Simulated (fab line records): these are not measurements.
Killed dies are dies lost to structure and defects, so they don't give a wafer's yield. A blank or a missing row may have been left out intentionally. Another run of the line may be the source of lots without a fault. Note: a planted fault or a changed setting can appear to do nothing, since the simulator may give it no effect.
Matching of chambers	flow n5Finfet	pecvd-03 running N5_BEOL_M9_DEP_56: 3 sister chambers
The step deposits SiCN from 3MS/NH3, target thk 15 nm, time 26.5 s. 16 wafers are shown with their chamber, then 8 later ones without.

== WAFERS WITH THEIR CHAMBER ==
wafer	chamber	showerheadPlenumPTorr (Torr)	throttleValvePct (%)
L075.2	0	3.654	9.3
L075.5	0	3.655	8.9
L075.6	2	3.649	8.5
L074.2	2	3.640	8.4
L074.4	1	3.639	8.6
L074.6	2	3.639	8.5
L076.2	0	3.675	9.1
L076.3	2	3.649	8.7
L076.4	2	3.640	8.5
L079.2	2	3.649	8.4
L079.3	1	3.633	8.4
L079.4	1	3.626	8.6
L081.3	0	3.661	9.0
L081.5	0	3.666	8.9
L081.6	2	3.650	8.9
L083.3	2	3.637	8.6

SIGNATURES (means of the wafers above)
reading	chamber 0	chamber 1	chamber 2	scatter within a chamber
showerheadPlenumPTorr	3.66220	3.63267	3.64412	0.0068
throttleValvePct	9.040	8.533	8.562	0.161
Rule: a wafer lies at a distance from a chamber equal to the root of the sum of squares, over the readings, of (its reading less the chamber's mean, divided by the reading's scatter). If the next closest chamber is less than 2 further off than the closest, the wafer can't be placed; otherwise it belongs to the closest. How the scatter is found: for the shown wafers, subtract from each reading the mean of its chamber, square and add these, divide the total by (wafers less chambers), then take the root.

== WAFERS WITHOUT THEIR CHAMBER ==
wafer	showerheadPlenumPTorr (Torr)	throttleValvePct (%)
L083.4	3.625	8.5
L083.5	3.635	8.8
L088.1	3.667	9.2
L088.2	3.642	8.5
L088.4	3.634	8.5
L093.3	3.643	8.7
L093.4	3.652	8.7
L093.6	3.633	8.2

== THE CHAMBER EACH PASSED THROUGH ==
wafer	from the rows above	in truth
L083.4	can't be placed: 1 or 2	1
L083.5	can't be placed: 1 or 2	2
L088.1	0	0
L088.2	can't be placed: 2 or 1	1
L088.4	can't be placed: 1 or 2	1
L093.3	can't be placed: 2 or 1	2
L093.4	can't be placed: 2 or 0 or 1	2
L093.6	can't be placed: 1 or 2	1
Correct placement for 1 of the 8. Unplaceable from these rows: 7, with the true chamber sitting among the candidates in 7. Wrongly placed: 0.
